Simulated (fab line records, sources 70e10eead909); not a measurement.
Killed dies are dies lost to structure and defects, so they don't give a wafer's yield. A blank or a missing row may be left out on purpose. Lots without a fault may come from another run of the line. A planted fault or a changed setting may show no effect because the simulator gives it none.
A struck lot beside a sound one | flow nand_harc | 15 steps out of a route of 1159
Sound: wafers L122.2, L122.4, L122.6. Struck: wafers L113.2, L113.3, L113.4. The cause comes at the end.
At each step with rows: each side's tool, then ch and its chambers, then its first start. Under that, the readings that differ: sound wafers | struck wafers | difference of the means | sigmas: that difference in standard deviations of wafers without a fault.
alike: readings whose means differ by less than 2 such deviations, and words and numbers that are the same on both sides. not compared: withheld readings, readings that some wafer has no value for, bounds like >300 that may hide the same value, and numbers for which the record gives no deviation and whose values overlap.
The two part at a step that has a row with sigmas, a row that says differs or no value, or rows on one side only. Numbers that don't overlap but have no deviation are shown without sigmas and don't part them. A reading that every wafer of one side lacks parts them only if that side has two wafers or more.

first, 1 step without rows for these wafers: NHARC_A_ONON_D1_DEP_00 (target thk 1000 nm).
NHARC_A_ONON_D1_THK_MEAS_02: measures by ellipsometry.
  sound on film_metro-02, day 11 13:29; struck on film_metro-02, day 9 13:32
  alike: thk_nm
then, 1 step without rows for these wafers: NHARC_A_ONON_D1_DEP_03 (target thk 1000 nm).
NHARC_A_ONON_D1_THK_MEAS_05: measures by ellipsometry.
  sound on film_metro-02, day 11 14:04; struck on film_metro-02, day 9 14:06
  alike: thk_nm
then, 1 step without rows for these wafers: NHARC_A_ONON_D1_DEP_06 (target thk 1000 nm).
NHARC_A_ONON_D1_THK_MEAS_08: measures by ellipsometry.
  sound on film_metro-02, day 11 14:38; struck on film_metro-01, day 9 14:40
  alike: thk_nm
then, 1 step without rows for these wafers: NHARC_A_ONON_D1_DEP_09 (target thk 1000 nm).
NHARC_A_ONON_D1_THK_MEAS_11: measures by ellipsometry.
  sound on film_metro-01, day 11 15:13; struck on film_metro-02, day 9 15:14
  alike: thk_nm
then, 1 step without rows for these wafers: NHARC_A_ONON_D1_DEP_12 (target thk 1000 nm).
NHARC_A_ONON_D1_THK_MEAS_14: measures by ellipsometry.
  sound on film_metro-02, day 11 15:47; struck on film_metro-02, day 9 15:49
  alike: thk_nm
then, 1 step without rows for these wafers: NHARC_A_ONON_D1_ANNEAL_15 (time 3600 s).
NHARC_A_ONON_D1_DEP_16: target thk 1000 nm.
  sound on pecvd_onon-04 ch 0, day 12 00:47; struck on pecvd_onon-02 ch 0, day 9 23:16
NHARC_A_ONON_D1_THK_MEAS_18: measures by ellipsometry.
  sound on film_metro-01, day 12 01:14; struck on film_metro-02, day 9 23:42
  reading     | sound          | struck      | difference | sigmas
  thk_nm (nm) | 1010 1009 1010 | 699 704 702 | -308       | -39
then, 1 step without rows for these wafers: NHARC_A_ONON_D1_DEP_19 (target thk 1000 nm).
-- the record jumps here: 11 days lie between the struck wafers' starts before and after (it left off in module A_ONON_D1 and takes up again in module END, whose first step shown is number 1159 of the route) --
NHARC_END_SORT_01:
  sound on prober-02 ch 0, day 23 13:20; struck on prober-01 ch 0, day 21 10:39
  reading         | sound    | struck      | difference | sigmas
  killed_at_array | 36 29 26 | 675 673 676 | +644       | +75
  killed_dies     | 40 30 27 | 677 677 677 | +645       | +72
  alike: killed_at_other, killed_at_periphery, killed_open, killed_short

WHERE THEY PART
First at NHARC_A_ONON_D1_THK_MEAS_18; last, within this record, at NHARC_END_SORT_01.

WHY: what the simulator had put in
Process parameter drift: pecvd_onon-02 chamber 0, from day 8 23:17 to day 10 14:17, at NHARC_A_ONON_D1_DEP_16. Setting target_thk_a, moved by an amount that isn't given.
